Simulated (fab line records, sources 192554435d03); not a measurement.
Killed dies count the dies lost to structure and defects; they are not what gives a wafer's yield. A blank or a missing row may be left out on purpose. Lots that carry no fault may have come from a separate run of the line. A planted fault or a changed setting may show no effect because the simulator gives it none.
Lot-split experiment / flow n5_finfet / route with 1938 steps; 7 lots, 39 wafers read

ON THE SPLIT
At N5_DUMMY_GATE_ETCH_31 (etches SiO2 in C4F6/O2, target depth 82.5 nm, time 27.5 s), the setting target_depth_a was moved away from the recipe's 825 angstrom on 18 of the 39 wafers read, by -12.8% to +11.5%. All remaining wafers had this setting at the recipe value.

The reading is taken at the split's own step.

THE READING
SOC_of_DUMMY_GATE_COAT_34.thk_nm (the simulator's own value, which no gauge read), in nm, at N5_DUMMY_GATE_ETCH_31 (etches SiO2 in C4F6/O2, target depth 82.5 nm, time 27.5 s). There is no usual value for it anywhere in the file. The 21 wafers here that ran the recipe average 51.8 nm, standard deviation 0.23 nm.

wafer=L075.2; tool, chamber at the split=rie_diel-01, 2; target_depth_a as run, angstrom=825; against the recipe=recipe; SOC_of_DUMMY_GATE_COAT_34.thk_nm, nm=51.8; against lot-mates on the recipe=-
wafer=L075.3; tool, chamber at the split=rie_diel-01, 0; target_depth_a as run, angstrom=825; against the recipe=recipe; SOC_of_DUMMY_GATE_COAT_34.thk_nm, nm=52; against lot-mates on the recipe=-
wafer=L075.6; tool, chamber at the split=rie_diel-01, 3; target_depth_a as run, angstrom=825; against the recipe=recipe; SOC_of_DUMMY_GATE_COAT_34.thk_nm, nm=51.8; against lot-mates on the recipe=-
wafer=L077.1; tool, chamber at the split=rie_diel-03, 2; target_depth_a as run, angstrom=788.6; against the recipe=-4.4%; SOC_of_DUMMY_GATE_COAT_34.thk_nm, nm=52.6; against lot-mates on the recipe=+0.7
wafer=L077.2; tool, chamber at the split=rie_diel-03, 1; target_depth_a as run, angstrom=788.6; against the recipe=-4.4%; SOC_of_DUMMY_GATE_COAT_34.thk_nm, nm=52.4; against lot-mates on the recipe=+0.5
wafer=L077.3; tool, chamber at the split=rie_diel-03, 3; target_depth_a as run, angstrom=825; against the recipe=recipe; SOC_of_DUMMY_GATE_COAT_34.thk_nm, nm=52.2; against lot-mates on the recipe=-
wafer=L077.4; tool, chamber at the split=rie_diel-03, 0; target_depth_a as run, angstrom=825; against the recipe=recipe; SOC_of_DUMMY_GATE_COAT_34.thk_nm, nm=51.8; against lot-mates on the recipe=-
wafer=L077.5; tool, chamber at the split=rie_diel-03, 3; target_depth_a as run, angstrom=788.6; against the recipe=-4.4%; SOC_of_DUMMY_GATE_COAT_34.thk_nm, nm=52.2; against lot-mates on the recipe=+0.3
wafer=L077.6; tool, chamber at the split=rie_diel-03, 0; target_depth_a as run, angstrom=825; against the recipe=recipe; SOC_of_DUMMY_GATE_COAT_34.thk_nm, nm=51.8; against lot-mates on the recipe=-
wafer=L080.1; tool, chamber at the split=rie_diel-01, 0; target_depth_a as run, angstrom=825; against the recipe=recipe; SOC_of_DUMMY_GATE_COAT_34.thk_nm, nm=51.8; against lot-mates on the recipe=-
wafer=L080.2; tool, chamber at the split=rie_diel-01, 3; target_depth_a as run, angstrom=825; against the recipe=recipe; SOC_of_DUMMY_GATE_COAT_34.thk_nm, nm=51.2; against lot-mates on the recipe=-
wafer=L080.3; tool, chamber at the split=rie_diel-01, 1; target_depth_a as run, angstrom=886.2; against the recipe=+7.4%; SOC_of_DUMMY_GATE_COAT_34.thk_nm, nm=51; against lot-mates on the recipe=-0.5
wafer=L080.4; tool, chamber at the split=rie_diel-01, 2; target_depth_a as run, angstrom=886.2; against the recipe=+7.4%; SOC_of_DUMMY_GATE_COAT_34.thk_nm, nm=51; against lot-mates on the recipe=-0.5
wafer=L080.5; tool, chamber at the split=rie_diel-01, 0; target_depth_a as run, angstrom=886.2; against the recipe=+7.4%; SOC_of_DUMMY_GATE_COAT_34.thk_nm, nm=51; against lot-mates on the recipe=-0.5
wafer=L080.6; tool, chamber at the split=rie_diel-01, 1; target_depth_a as run, angstrom=825; against the recipe=recipe; SOC_of_DUMMY_GATE_COAT_34.thk_nm, nm=51.6; against lot-mates on the recipe=-
wafer=L082.1; tool, chamber at the split=rie_diel-03, 1; target_depth_a as run, angstrom=719.7; against the recipe=-12.8%; SOC_of_DUMMY_GATE_COAT_34.thk_nm, nm=52.8; against lot-mates on the recipe=+0.8
wafer=L082.2; tool, chamber at the split=rie_diel-03, 0; target_depth_a as run, angstrom=719.7; against the recipe=-12.8%; SOC_of_DUMMY_GATE_COAT_34.thk_nm, nm=52.8; against lot-mates on the recipe=+0.8
wafer=L082.3; tool, chamber at the split=rie_diel-03, 2; target_depth_a as run, angstrom=719.7; against the recipe=-12.8%; SOC_of_DUMMY_GATE_COAT_34.thk_nm, nm=53.2; against lot-mates on the recipe=+1.2
wafer=L082.4; tool, chamber at the split=rie_diel-03, 3; target_depth_a as run, angstrom=825; against the recipe=recipe; SOC_of_DUMMY_GATE_COAT_34.thk_nm, nm=51.8; against lot-mates on the recipe=-
wafer=L082.5; tool, chamber at the split=rie_diel-03, 2; target_depth_a as run, angstrom=825; against the recipe=recipe; SOC_of_DUMMY_GATE_COAT_34.thk_nm, nm=52.2; against lot-mates on the recipe=-
wafer=L082.6; tool, chamber at the split=rie_diel-03, 3; target_depth_a as run, angstrom=825; against the recipe=recipe; SOC_of_DUMMY_GATE_COAT_34.thk_nm, nm=52; against lot-mates on the recipe=-
wafer=L084.1; tool, chamber at the split=rie_diel-06, 1; target_depth_a as run, angstrom=920.1; against the recipe=+11.5%; SOC_of_DUMMY_GATE_COAT_34.thk_nm, nm=51; against lot-mates on the recipe=-0.7
wafer=L084.2; tool, chamber at the split=rie_diel-06, 2; target_depth_a as run, angstrom=825; against the recipe=recipe; SOC_of_DUMMY_GATE_COAT_34.thk_nm, nm=51.6; against lot-mates on the recipe=-
wafer=L084.3; tool, chamber at the split=rie_diel-06, 0; target_depth_a as run, angstrom=920.1; against the recipe=+11.5%; SOC_of_DUMMY_GATE_COAT_34.thk_nm, nm=50.8; against lot-mates on the recipe=-0.9
wafer=L084.4; tool, chamber at the split=rie_diel-06, 3; target_depth_a as run, angstrom=920.1; against the recipe=+11.5%; SOC_of_DUMMY_GATE_COAT_34.thk_nm, nm=50.6; against lot-mates on the recipe=-1.1
wafer=L084.5; tool, chamber at the split=rie_diel-06, 0; target_depth_a as run, angstrom=825; against the recipe=recipe; SOC_of_DUMMY_GATE_COAT_34.thk_nm, nm=51.6; against lot-mates on the recipe=-
wafer=L084.6; tool, chamber at the split=rie_diel-06, 3; target_depth_a as run, angstrom=825; against the recipe=recipe; SOC_of_DUMMY_GATE_COAT_34.thk_nm, nm=51.8; against lot-mates on the recipe=-
wafer=L088.1; tool, chamber at the split=rie_diel-06, 0; target_depth_a as run, angstrom=738.6; against the recipe=-10.5%; SOC_of_DUMMY_GATE_COAT_34.thk_nm, nm=52.2; against lot-mates on the recipe=+0.5
wafer=L088.2; tool, chamber at the split=rie_diel-06, 2; target_depth_a as run, angstrom=825; against the recipe=recipe; SOC_of_DUMMY_GATE_COAT_34.thk_nm, nm=51.8; against lot-mates on the recipe=-
wafer=L088.3; tool, chamber at the split=rie_diel-06, 3; target_depth_a as run, angstrom=825; against the recipe=recipe; SOC_of_DUMMY_GATE_COAT_34.thk_nm, nm=51.4; against lot-mates on the recipe=-
wafer=L088.4; tool, chamber at the split=rie_diel-06, 1; target_depth_a as run, angstrom=825; against the recipe=recipe; SOC_of_DUMMY_GATE_COAT_34.thk_nm, nm=51.8; against lot-mates on the recipe=-
wafer=L088.5; tool, chamber at the split=rie_diel-06, 1; target_depth_a as run, angstrom=738.6; against the recipe=-10.5%; SOC_of_DUMMY_GATE_COAT_34.thk_nm, nm=52.4; against lot-mates on the recipe=+0.7
wafer=L088.6; tool, chamber at the split=rie_diel-06, 0; target_depth_a as run, angstrom=738.6; against the recipe=-10.5%; SOC_of_DUMMY_GATE_COAT_34.thk_nm, nm=52.4; against lot-mates on the recipe=+0.7
wafer=L097.1; tool, chamber at the split=rie_diel-06, 3; target_depth_a as run, angstrom=877.5; against the recipe=+6.4%; SOC_of_DUMMY_GATE_COAT_34.thk_nm, nm=51; against lot-mates on the recipe=-0.8
wafer=L097.2; tool, chamber at the split=rie_diel-06, 2; target_depth_a as run, angstrom=877.5; against the recipe=+6.4%; SOC_of_DUMMY_GATE_COAT_34.thk_nm, nm=51.4; against lot-mates on the recipe=-0.4
wafer=L097.3; tool, chamber at the split=rie_diel-06, 0; target_depth_a as run, angstrom=825; against the recipe=recipe; SOC_of_DUMMY_GATE_COAT_34.thk_nm, nm=51.6; against lot-mates on the recipe=-
wafer=L097.4; tool, chamber at the split=rie_diel-06, 1; target_depth_a as run, angstrom=825; against the recipe=recipe; SOC_of_DUMMY_GATE_COAT_34.thk_nm, nm=52; against lot-mates on the recipe=-
wafer=L097.5; tool, chamber at the split=rie_diel-06, 3; target_depth_a as run, angstrom=877.5; against the recipe=+6.4%; SOC_of_DUMMY_GATE_COAT_34.thk_nm, nm=51.2; against lot-mates on the recipe=-0.6
wafer=L097.6; tool, chamber at the split=rie_diel-06, 2; target_depth_a as run, angstrom=825; against the recipe=recipe; SOC_of_DUMMY_GATE_COAT_34.thk_nm, nm=51.8; against lot-mates on the recipe=-

THE FIT
A straight line over all 39 wafers: SOC_of_DUMMY_GATE_COAT_34.thk_nm changes by -0.0847 nm for each +1% of target_depth_a; r = -0.92; the points scatter about the line by 0.24 nm.
The same after taking each lot's own level away (the mean of its wafers on the recipe; 39 wafers): -0.0744 nm for each +1%; r = -0.94; scatter 0.17 nm.
That fit puts the effect of the largest move of target_depth_a on the reading at 0.95 nm.
The span of the lots' own levels, 51.53 to 52.00 nm, comes to 2.0 times the standard deviation stated above.
Hence the slope depends on the lot-to-lot level, as the two fits are not the same.
Check: for one of the wafers moved furthest among these (-12.8%), held out of the fit, the line's prediction against its lot-mates is +0.962 nm. Against them it came out at +0.8 nm.

THE OTHER SPLITS THESE WAFERS WENT THROUGH
These wafers also went through other splits before the reading. Each is held against what the fit with the lots' levels taken away leaves over:
other split on the same wafers=N5_FIN_SAQP_SPACER2_ALD_28 target_thk_a; wafers away from the commonest value=18; r with SOC_of_DUMMY_GATE_COAT_34.thk_nm (lot level and that fit taken away)=+0.05
other split on the same wafers=N5_DUMMY_GATE_ETCH_37 source_w; wafers away from the commonest value=18; r with SOC_of_DUMMY_GATE_COAT_34.thk_nm (lot level and that fit taken away)=+0.01

THE WHOLE CHAIN: every reading that the file lists as answering this split, in the file's order
step=N5_DUMMY_GATE_ETCH_31; what it does=etches SiO2 in C4F6/O2, target depth 82.5 nm, time 27.5 s; reading=etch.depth_nm (the simulator's own value, which no gauge read); change (the file's fit)=+0.867 nm for each +1% of the setting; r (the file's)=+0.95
step=N5_DUMMY_GATE_ETCH_31; what it does=etches SiO2 in C4F6/O2, target depth 82.5 nm, time 27.5 s; reading=SOC_of_DUMMY_GATE_COAT_34.thk_nm (the simulator's own value, which no gauge read); change (the file's fit)=-0.0744 nm for each +1% of the setting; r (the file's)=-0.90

THE FILE'S OWN FIT
SOC_of_DUMMY_GATE_COAT_34.thk_nm changes by -0.0744 nm for each +1% of target_depth_a, r = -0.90.
